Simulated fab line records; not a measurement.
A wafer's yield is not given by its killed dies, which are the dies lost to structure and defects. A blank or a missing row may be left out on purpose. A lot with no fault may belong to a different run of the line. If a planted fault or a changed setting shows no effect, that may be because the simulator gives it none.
fab line records | flow nand_harc
[record] lots = 6 wafers = 16 last_day = 33
route steps=1302 shown A_M0@1148
lots that met no fault: from a run of the same line without faults
start_h: the number of hours between the record's first day and the start of the first shown wafer of the lot | wait_h: hours elapsed since this lot's preceding step | " repeats the value in the row above | L1.1+2: one row covering several wafers at once | - value missing, or start not given | * or withheld: withheld | < > ~ a bound
route shown NAME@n: a module of which the file shows steps, and the number in the route of the first | usual: mean/standard deviation taken from wafers without a fault | same: alike in all rows | chamber/n: place in a boat | sites: readings site by site | _std_site: standard deviation across them | _edge_site: the outer-site mean with the inner-site mean subtracted | radius_mm: how far each site lies from the wafer's centre | mask NAME#n: copy n | behind: tool/chamber where the wafer was last shaped | hold: what put the lot on hold/how long, in hours/how the hold closed | device: the n, p or np transistor that did not switch | end of line: at the end of the route, the tests of the same wafers | where a step has no rows: the recipe by itself | killed: count of dies lost to structure and defects at first sort (not the wafer's yield) | map: dies across one wafer; x = killed, . = not, _ = none there
set.NAME: the setting as run; set.NAME@STEP: as run at that earlier step | model.NAME: the simulator's own value behind a step, which no gauge read
lots at some steps of the route; a table a step, a row a wafer
services: when a tool's chamber went out of use (start_h, in hours from the record's first day, below 0 if earlier), for how many hours, and the reason
[[steps]]
[step NHARC_A_M0_OVL_MEAS_10]
[recipe] pitch_nm = 160
[usual] overlay_x_nm = 0.0/0.86 overlay_y_nm = 0.0/0.8
// columns lot.wafer tool chamber start_h wait_h overlay_x_nm overlay_y_nm
L591.1 overlay-02 - 550.10 - -0.3 -0.1
L591.3 " - " " 0.0 -0.3
L591.6 " - " " -0.5 -0.1
L597.1 overlay-02 - 602.54 - 1.0 -1.7
L597.4 " - " " 1.3 -1.1
L597.5 " - " " 1.5 -1.9
L600.1 overlay-02 - 639.54 - -1.0 -1.1
L600.3 " - " " -1.6 -1.8
L603.3 overlay-01 - 650.32 - -0.4 0.0
L603.6 " - " " -0.2 0.1
L606.2 overlay-01 - 692.68 - -0.3 0.2
L606.5 " - " " -0.4 -0.5
L606.6 " - " " 0.0 0.0
L613.1 overlay-02 - 752.15 - -0.2 1.0
L613.2 " - " " -0.5 0.7
L613.5 " - " " -0.2 1.3
[step NHARC_A_M0_INSPECT_11]
[usual] raw_defect_count = 83/37
// columns lot.wafer tool chamber start_h wait_h raw_defect_count
L591.1 defect_inspect-02 - 550.14 0.0 70
L591.3 " - " " 53
L591.6 " - " " 76
L597.1 defect_inspect-02 - 602.58 0.0 133
L597.4 " - " " 111
L597.5 " - " " 121
L600.1 defect_inspect-02 - 639.57 0.0 144
L600.3 " - " " 122
L603.3 defect_inspect-02 - 650.35 0.0 18
L603.6 " - " " 24
L606.2 defect_inspect-01 - 692.72 0.0 51
L606.5 " - " " 55
L606.6 " - " " 51
L613.1 defect_inspect-01 - 752.19 0.0 116
L613.2 " - " " 133
L613.5 " - " " 113
[step NHARC_A_M0_DESCUM_14]
[recipe] time_s = 3 o2_flow_sccm = 200 ar_flow_sccm = 0 bias_power_w = 0 chemistry = O2
[usual] drypump_motor_current_A = 5.8/0.35 oes_product_au = 0.999/0.015 rf_vpp_V = 57.9/0.81 showerhead_plenum_p_Torr = 1.93/0.047 throttle_valve_pct = 11.311/0.0089
// columns lot.wafer tool chamber start_h wait_h drypump_motor_current_A oes_product_au rf_hours_counter_h rf_vpp_V showerhead_plenum_p_Torr throttle_valve_pct
L591.1 rie_diel-04 3 550.20 0.1 5.4 1.002 0.1 56.6 1.91 11.316
L591.3 " 0 " " 5.8 0.981 0.2 58.1 1.95 11.315
L591.6 " 0 " " 5.8 0.976 - 57.6 1.95 11.298
L597.1 rie_diel-03 2 602.66 0.1 6.1 1.000 6.0 57.4 1.96 11.328
L597.4 " 3 " " 5.6 0.994 - 58.0 1.98 11.323
L597.5 " 2 " " 6.0 1.012 - 57.4 1.96 11.303
L600.1 rie_diel-04 0 639.64 0.1 5.8 0.967 3.4 58.6 1.95 11.317
L600.3 " 1 " " 6.3 0.984 4.6 57.2 1.92 11.316
L603.3 rie_diel-03 1 650.41 0.1 5.2 1.010 0.3 58.4 1.93 11.317
L603.6 " 2 " " 6.0 1.001 - 57.0 1.95 11.309
L606.2 rie_diel-07 2 692.79 0.1 6.3 0.985 1.8 58.0 1.93 11.316
L606.5 " 0 " " 5.7 0.988 - 58.7 1.97 11.314
L606.6 " 3 " " 6.1 0.999 - 57.6 1.78 11.306
L613.1 rie_diel-03 0 752.25 0.1 5.6 0.996 5.7 58.3 1.89 11.288
L613.2 " 1 " " 5.2 1.010 4.5 59.0 1.93 11.300
L613.5 " 0 " " 5.6 0.994 - 55.8 1.89 11.302
[step NHARC_A_M0_ETCH_34]
[recipe] target_depth_a = 400 overetch_a = 120 time_s = 43.94 ion_energy_ev = 200 n2_flow_sccm = 150 h2_flow_sccm = 150 ar_flow_sccm = 0 rf_w = 400 bias_w = 150 chemistry = N2/H2
[step NHARC_A_M0_ETCH_15]
[recipe] target_depth_a = 1500 overetch_a = 150 time_s = 82.5 c4f8_flow_sccm = withheld ar_flow_sccm = 400 rf_w = 600 bias_w = 300 chemistry = C4F8/Ar
[step NHARC_A_M0_CD_MEAS_16]
[usual] cd_nm = 79.1/1.1
// columns lot.wafer tool chamber start_h wait_h cd_nm
L591.1 cd_sem-02 - 550.50 - 78.3
L591.3 " - " " 78.4
L591.6 " - " " 77.8
L597.1 cd_sem-02 - 602.98 - 78.6
L597.4 " - " " 78.6
L597.5 " - " " 78.0
L600.1 cd_sem-02 - 639.93 - 80.1
L600.3 " - " " 79.3
L603.3 cd_sem-01 - 650.72 - 77.7
L603.6 " - " " 78.6
L606.2 cd_sem-02 - 693.12 - 81.1
L606.5 " - " " 80.0
L606.6 " - " " 79.5
L613.1 cd_sem-01 - 752.57 - 80.0
L613.2 " - " " 80.7
L613.5 " - " " 80.2
[step NHARC_A_M0_STRIP_18]
[recipe] power_w = 1000 n2_flow_sccm = 150 h2_flow_sccm = 150 ar_flow_sccm = 0 bias_w = 0 chemistry = N2/H2
[usual] drypump_motor_current_A = 5.8/0.34 oes_product_au = 1.002/0.012 rf_fwd_power_W = 997/3.1 rf_vpp_V = 90.7/0.89 showerhead_plenum_p_Torr = 2.05/0.068 throttle_valve_pct = 14.171/0.0091
// columns lot.wafer tool chamber start_h wait_h drypump_motor_current_A oes_product_au rf_fwd_power_W rf_hours_counter_h rf_vpp_V showerhead_plenum_p_Torr throttle_valve_pct
L591.3 rie_diel-07 2 550.57 0.1 6.3 1.006 998 3.2 91.1 2.06 14.183
L591.1 " 1 " " 6.0 1.014 989 2.9 92.1 2.16 14.178
L591.6 " 3 " " 6.1 1.001 990 - 90.4 1.89 14.167
L597.1 rie_diel-07 3 603.05 0.1 6.1 0.996 998 6.8 90.9 1.89 14.179
L597.4 " 1 " " 6.0 1.025 994 7.1 91.5 2.16 14.180
L597.5 " 3 " " 6.1 1.006 1002 - 90.2 1.89 14.174
L600.1 rie_diel-04 0 640.08 0.1 5.8 0.963 995 3.5 90.9 2.08 14.168
L600.3 " 1 " " 6.3 0.998 997 4.7 91.7 2.05 14.171
L603.3 rie_diel-03 2 650.81 0.1 6.0 1.001 994 0.3 92.4 2.08 14.174
L603.6 " 2 " " 6.0 0.991 998 - 90.1 2.08 14.172
L606.2 rie_diel-04 3 693.20 0.1 5.3 1.004 995 7.4 90.2 2.03 14.181
L606.6 " 3 " " 5.4 1.012 1001 - 89.1 2.03 14.168
L606.5 " 0 " " 5.8 0.970 994 - 90.5 2.08 14.183
L613.1 rie_diel-04 0 752.70 0.1 5.8 0.981 996 2.9 91.5 2.08 14.165
L613.2 " 1 " " 6.2 0.986 1003 2.7 91.7 2.04 14.171
L613.5 " 2 " " 6.2 1.009 996 - 90.3 1.96 14.171
[step NHARC_A_M0_STRIP_19]
[recipe] time_s = 600 temp_c = 30 chemistry = post_etch_residue_remover
[step NHARC_A_M0_DEGAS_28]
[recipe] temp_c = 250 time_s = 60
[usual] heater_power_w = 340/34 susceptor_temp_C = 250.00/0.19
// columns lot.wafer tool chamber start_h wait_h heater_power_w susceptor_temp_C
L591.1 pvd_sputter-02 - 551.18 - 349 250.30
L591.3 " - " " 361 250.06
L591.6 " - " " 338 250.19
L597.4 pvd_sputter-02 - 603.59 - 342 249.81
L597.1 " - " " 359 250.12
L597.5 " - " " 367 249.71
L600.1 pvd_sputter-01 - 640.58 - 327 249.79
L600.3 " - " " 377 249.72
L603.3 pvd_sputter-01 - 651.33 - 387 250.16
L603.6 " - " " 374 250.33
L606.2 pvd_sputter-02 - 693.76 - 340 249.65
L606.5 " - " " 363 250.01
L606.6 " - " " 343 249.84
L613.2 pvd_sputter-03 - 753.19 - 364 249.82
L613.1 " - " " 372 249.91
L613.5 " - " " 369 249.79
[step NHARC_A_M0_PRE_CLEAN_29]
[recipe] time_s = 30 temp_c = 280 gas = H2/He
[step NHARC_A_M0_PVD_20]
[recipe] target_thk_a = 50 bias_v = 168.6 power_w = 15000 chamber_pressure_pa = 0.12 time_s = 8.06 substrate_temp_c = 50 material = TaN
[step NHARC_A_M0_PVD_21]
[recipe] target_thk_a = 300 chamber_pressure_pa = 5 power_w = 5000 substrate_temp_c = 30 time_s = 20.49 material = Cu
[usual] substrate_temp_c = 30.00/0.1 throttle_valve_pct = 29.6/0.88
// columns lot.wafer tool chamber start_h wait_h substrate_temp_c throttle_valve_pct
L591.1 pvd_sputter-02 - - - 30.14 28.4
L591.3 " - " " 29.88 31.4
L591.6 " - " " 29.96 28.5
L597.4 pvd_sputter-02 - - - 30.04 31.6
L597.1 " - " " 29.93 29.4
L597.5 " - " " 30.00 31.6
L600.3 pvd_sputter-01 - - - 29.72 28.6
L600.1 " - " " 29.92 29.8
L603.3 pvd_sputter-01 - - - 29.97 28.6
L603.6 " - " " 30.15 28.8
L606.2 pvd_sputter-02 - - - 29.82 28.7
L606.6 " - " " 30.01 28.7
L606.5 " - " " 30.04 30.0
L613.1 pvd_sputter-03 - - - 29.92 29.5
L613.2 " - " " 29.98 30.3
L613.5 " - " " 30.03 30.4
[step NHARC_A_M0_ECD_22]
[recipe] target_thk_a = 4000 bath_temp_c = 25 material = Cu
[usual] bath_temp_c = 25.01/0.1
// columns lot.wafer tool chamber start_h wait_h bath_temp_c
L591.1 ecd_cu-02 1 551.53 - 25.13
L591.3 " 0 " " 24.97
L591.6 " 0 " " 25.11
L597.1 ecd_cu-02 0 604.00 - 25.05
L597.4 " 1 " " 24.83
L597.5 " 0 " " 25.08
L600.1 ecd_cu-02 0 640.94 - 24.86
L600.3 " 0 " " 25.10
L603.3 ecd_cu-02 0 651.84 - 24.90
L603.6 " 1 " " 24.94
L606.2 ecd_cu-01 0 694.15 - 25.23
L606.5 " 1 " " 24.97
L606.6 " 0 " " 25.02
L613.2 ecd_cu-01 0 753.55 - 24.93
L613.1 " 1 " " 25.03
L613.5 " 0 " " 25.03
[step NHARC_A_M0_ANNEAL_30]
[recipe] temp_c = 225 time_s = 90
[usual] anneal_temp_c = 225.04/0.19 wafer_temp_C_max = 226.2/0.41
// columns lot.wafer tool chamber start_h wait_h anneal_temp_c wafer_temp_C_max
L591.1 rtp_anneal-01 0 551.90 - 225.12 225.9
L591.3 " 0 " " 225.14 226.1
L591.6 " 0 " " 224.83 225.7
L597.1 rtp_anneal-02 0 604.38 - 225.05 226.3
L597.4 " 0 " " 225.32 226.3
L597.5 " 0 " " 225.08 226.4
L600.1 rtp_anneal-01 0 641.32 0.3 225.25 226.0
L600.3 " 0 " " 224.96 225.6
L603.3 rtp_anneal-01 0 652.17 0.3 224.95 225.8
L603.6 " 0 " " 224.81 226.1
L606.2 rtp_anneal-02 0 694.53 - 225.05 226.3
L606.5 " 0 " " 225.07 226.2
L606.6 " 0 " " 225.22 226.5
L613.1 rtp_anneal-01 0 753.99 0.3 224.80 225.8
L613.2 " 0 " " 224.88 226.2
L613.5 " 0 " " 224.61 226.2
[step NHARC_A_M0_CMP_23]
[recipe] t_overpolish_s = 20 target_thk_nm = 113.75
[usual] motor_current_A = 12.3/1.1 retaining_ring_pressure_frac = 1.000/0.0043 time_to_endpoint_s = 30.0/3
// columns lot.wafer tool chamber start_h wait_h motor_current_A retaining_ring_pressure_frac time_to_endpoint_s
L591.1 cmp-03 1 552.30 - 11.3 1.007 30.0
L591.3 " 2 " " 12.7 1.001 29.7
L591.6 " 3 " " 10.8 1.000 26.7
L597.4 cmp-03 2 604.75 - 12.4 1.000 28.6
L597.1 " 0 " " 12.7 1.003 31.4
L597.5 " 1 " " 11.0 1.009 31.9
L600.1 cmp-01 0 641.69 - 13.0 1.006 34.1
L600.3 " 2 " " 10.9 1.007 10.4
L603.3 cmp-04 0 652.47 - 15.1 0.998 14.0
L603.6 " 2 " " 13.3 0.985 9.7
L606.2 cmp-03 3 694.92 - 10.7 1.003 29.4
L606.6 " 0 " " 11.6 1.005 31.0
L606.5 " 1 " " 11.4 1.008 33.0
L613.2 cmp-03 3 754.35 - 10.9 1.005 25.6
L613.1 " 0 " " 13.0 1.000 32.5
L613.5 " 2 " " 12.1 0.999 33.5
[[services]]
// columns tool chamber start_h hours kind
rie_diel-04 3 528.86 2.1 repair
rie_diel-04 - 532.47 9.0 pm
rie_diel-07 0 540.99 22.8 repair
rie_diel-04 0 550.69 6.5 repair
cmp-03 - 554.06 4.0 pm
cmp-03 - 580.76 0.3 repair
ecd_cu-02 - 596.00 8.0 pm
rie_diel-07 3 605.42 1.2 repair
cmp-03 - 621.33 0.8 repair
rie_diel-03 - 635.34 9.0 pm
pvd_sputter-02 - 638.02 10.0 pm
rie_diel-07 3 640.16 6.0 repair
rie_diel-07 - 648.20 9.0 pm
cmp-03 - 652.06 4.0 pm
rie_diel-04 0 662.21 1.2 repair
pvd_sputter-02 - 663.24 1.0 repair
rie_diel-03 - 670.38 1.1 repair
rie_diel-07 1 687.52 5.9 repair
rie_diel-04 0 707.12 4.8 repair
rie_diel-04 - 709.47 9.0 pm
rie_diel-03 2 717.54 6.2 repair
cmp-03 - 742.32 0.5 repair
rie_diel-03 - 745.67 1.1 repair
cmp-03 - 750.06 4.0 pm
[[key]]
[first_sign] step = NHARC_A_M0_CMP_23 reading = time_to_endpoint_s direction = down sigmas = 6.3 usual = * struck = *
effect none on later readings
met_at NHARC_A_M0_ECD_22
struck_wafers L600.3,L603.3,L603.6
later_rows_left_out L600.3,L603.3,L603.6
sort_left_out L600.3,L603.3,L603.6
onset_between 604.00 640.94
[fault] kind = process_parameter_drift tool = ecd_cu-02 chamber = - onset_h = 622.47 steps = NHARC_A_M0_ECD_22 channel = target_thk_a offset = * shape = step end_h = 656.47 scope = struck_wafers_only acts_in = * stated = *
// sort_left_out: the simulated sort isn't trusted on such a fault, so these wafers' sort isn't shown, and their yield isn't known
// later_rows_left_out: the simulator's readings of these wafers behind a module that went badly wrong aren't trusted and aren't shown, but for the sort
